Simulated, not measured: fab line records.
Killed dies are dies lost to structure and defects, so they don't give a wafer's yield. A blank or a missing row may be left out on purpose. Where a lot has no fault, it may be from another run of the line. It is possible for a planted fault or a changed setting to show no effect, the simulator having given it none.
Struck lot and sound lot, side by side    flow nand harc    43 out of 1302 route steps
Sound: wafers L632.2, L632.3, L632.5. Wafers L638.2, L638.3, L638.4 were the ones struck. The cause is given at the end.
Order at every step that has rows: each side's tool, ch and its chambers, its first start. Under that, the readings that differ: sound wafers    struck wafers    difference of the means    sigmas: that difference in standard deviations of wafers without a fault.
alike: readings whose means differ by less than 2 such deviations, and words and numbers that are the same on both sides. not compared: withheld readings, readings that some wafer has no value for, bounds like >300 that may hide the same value, and numbers for which the record gives no deviation and whose values overlap.
Wherever a step has rows on one side only, a row that says differs or no value, or a row with sigmas, the two part there. Numbers that don't overlap but have no deviation are shown without sigmas and don't part them. A reading missing from all wafers of one side parts the sides only when that side holds two or more wafers.

first, 1 step without rows for these wafers: NHARC_A_CONTACT_ETCH_131 (etches the open film in C4F8/O2/Ar, time 197 s, target depth 1918 nm).
NHARC_A_CONTACT_ETCH_132: etches the open film in C4F8/O2/Ar, time 197 s, target depth 1924 nm.
  sound on har cap etch-02 ch 0,1, day 25 10:23; struck on har cap etch-03 ch 0,1, day 28 00:15
  not compared: rf hours counter h
then, 2 steps without rows for these wafers: NHARC_A_CONTACT_ETCH_133 (etches the open film in C4F8/O2/Ar, time 374 s, target depth 1610 nm); NHARC_A_CONTACT_ETCH_91 (etches the open film in CH3F/O2, target depth 40 nm, time 85.7 s).
NHARC_A_CONTACT_ETCH_97: etches the open film in C4F6/O2, target depth 20 nm, time 10 s.
  sound on rie diel-03 ch 1,2; struck on rie diel-08 ch 1,2,3
  alike: drypump motor current A, oes product au, rf vpp V, showerhead plenum p Torr, throttle valve pct
  not compared: rf hours counter h
NHARC_A_CONTACT_CD_MEAS_80:
  sound on cd sem-01, day 25 11:34; struck on cd sem-02, day 28 01:24
  alike: cd nm
then, 6 steps without rows for these wafers: NHARC_A_CONTACT_STRIP_103 (strips in N2/H2); NHARC_A_CONTACT_STRIP_104 (strips in CF4/CHF3); NHARC_A_CONTACT_STRIP_105 (strips in O2/COS); NHARC_A_CONTACT_ETCH_106 (etches the open film in CF4/O2, target depth 90 nm, overetch 9 nm, time 49.5 s); NHARC_A_CONTACT_STRIP_82 (strips in O2); NHARC_A_CONTACT_STRIP_83 (strips in post etch residue remover, time 600 s).
NHARC_A_CONTACT_DEP_84: deposits aC, target thk 2800 nm.
  sound on acl dep-01 ch 0, day 25 12:49; struck on acl dep-01 ch 0, day 28 03:59
  alike: throttle valve pct
then, 11 steps without rows for these wafers: NHARC_A_CONTACT_DEP_85 (deposits SiON, target thk 60 nm); NHARC_A_CONTACT_DEHYDRATE_00 (time 120 s); NHARC_A_CONTACT_HMDS_01 (time 30 s); NHARC_A_CONTACT_COAT_86 (time 75 s); NHARC_A_CONTACT_COAT_87 (time 65 s); NHARC_A_CONTACT_COAT_02 (resist thk 90 nm); NHARC_A_CONTACT_SOFTBAKE_03 (time 55 s); NHARC_A_CONTACT_EBR_04; NHARC_A_CONTACT_EXPOSE_05 (exposes mask A CC); NHARC_A_CONTACT_PEB_06 (peb time 65 s); NHARC_A_CONTACT_DEVELOP_07 (develop time 35 s).
NHARC_A_CONTACT_CD_MEAS_08 targets a cd of 200 nm.
  sound on cd sem-01 ch 0, day 25 14:59; struck on cd sem-01 ch 0, day 28 06:16
reading     sound              struck             difference  sigmas
cd nm (nm)  199.6 199.5 200.4  200.8 200.7 201.9  +1.3        +2
NHARC_A_CONTACT_OVL_MEAS_09:
  sound on overlay-02, day 25 15:04; struck on overlay-01, day 28 06:22
  alike: overlay x nm, overlay y nm
NHARC_A_CONTACT_INSPECT_10:
  sound on defect inspect-01, day 25 15:07; struck on defect inspect-01, day 28 06:23
  alike: raw defect count
then, 2 steps without rows for these wafers: NHARC_A_CONTACT_DESCUM_13 (chemistry O2, time 3 s); NHARC_A_CONTACT_ETCH_88 (etches the open film in CF4, target depth 39 nm, time 65 s).
NHARC_A_CONTACT_ETCH_89: etches the open film in N2/H2, target depth 260 nm, time 475.3 s.
  sound on rie diel-08 ch 1,2; struck on rie diel-12 ch 0,1,3
  alike: drypump motor current A, oes product au, rf vpp V, showerhead plenum p Torr, throttle valve pct
  not compared: rf hours counter h
then, 5 steps without rows for these wafers: NHARC_A_CONTACT_ETCH_30 (etches the open film in CF4/CHF3, target depth 72.6 nm, time 36.3 s); NHARC_A_CONTACT_ETCH_31 (etches the open film in O2/COS, target depth 2800 nm, time 728 s); NHARC_A_CONTACT_ETCH_134 (etches the open film in C4F8/O2/Ar, time 140 s, target depth 700 nm); NHARC_A_CONTACT_ETCH_135 (etches the open film in C4F8/O2/Ar, time 311 s, target depth 1912 nm); NHARC_A_CONTACT_ETCH_136 (etches the open film in C4F8/O2/Ar, time 311 s, target depth 1912 nm).
NHARC_A_CONTACT_ETCH_137: etches the open film in C4F8/O2/Ar, time 311 s, target depth 1912 nm.
  sound on har cap etch-03 ch 0,1, day 25 17:18; struck on har cap etch-03 ch 0,1, day 28 08:50
  not compared: rf hours counter h
then, 3 steps without rows for these wafers: NHARC_A_CONTACT_ETCH_138 (etches the open film in C4F8/O2/Ar, time 311 s, target depth 1914 nm); NHARC_A_CONTACT_ETCH_139 (etches the open film in C4F8/O2/Ar, time 195 s, target depth 840 nm); NHARC_A_CONTACT_ETCH_92 (etches the open film in CH3F/O2, target depth 40 nm, time 85.7 s).
NHARC_A_CONTACT_ETCH_98: etches the open film in C4F6/O2, target depth 20 nm, time 10 s.
  sound on rie diel-12 ch 0,1,3, day 25 18:31; struck on rie diel-03 ch 0,2,3
  alike: drypump motor current A, oes product au, rf vpp V, showerhead plenum p Torr, throttle valve pct
  not compared: rf hours counter h
NHARC_A_CONTACT_CD_MEAS_15:
  sound on cd sem-02, day 25 18:36; struck on cd sem-03, day 28 10:08
  alike: cd nm
then, 1 step without rows for these wafers: NHARC_A_CONTACT_STRIP_107 (strips in N2/H2).
-- break in the record here, with 2 days between the starts of the struck wafers on either side (left off in module A_CONTACT, picked up again in module END, where the first step shown is number 1302 on the route) --
NHARC_END_SORT_01:
  at this point the record logs the struck wafers (prober-01 ch 0, day 30 11:19) and has no rows for the sound ones

== WHERE THEY PART ==
First at NHARC_A_CONTACT_CD_MEAS_08; last, within this record, at NHARC_END_SORT_01.

WHY: the cause the simulator had injected
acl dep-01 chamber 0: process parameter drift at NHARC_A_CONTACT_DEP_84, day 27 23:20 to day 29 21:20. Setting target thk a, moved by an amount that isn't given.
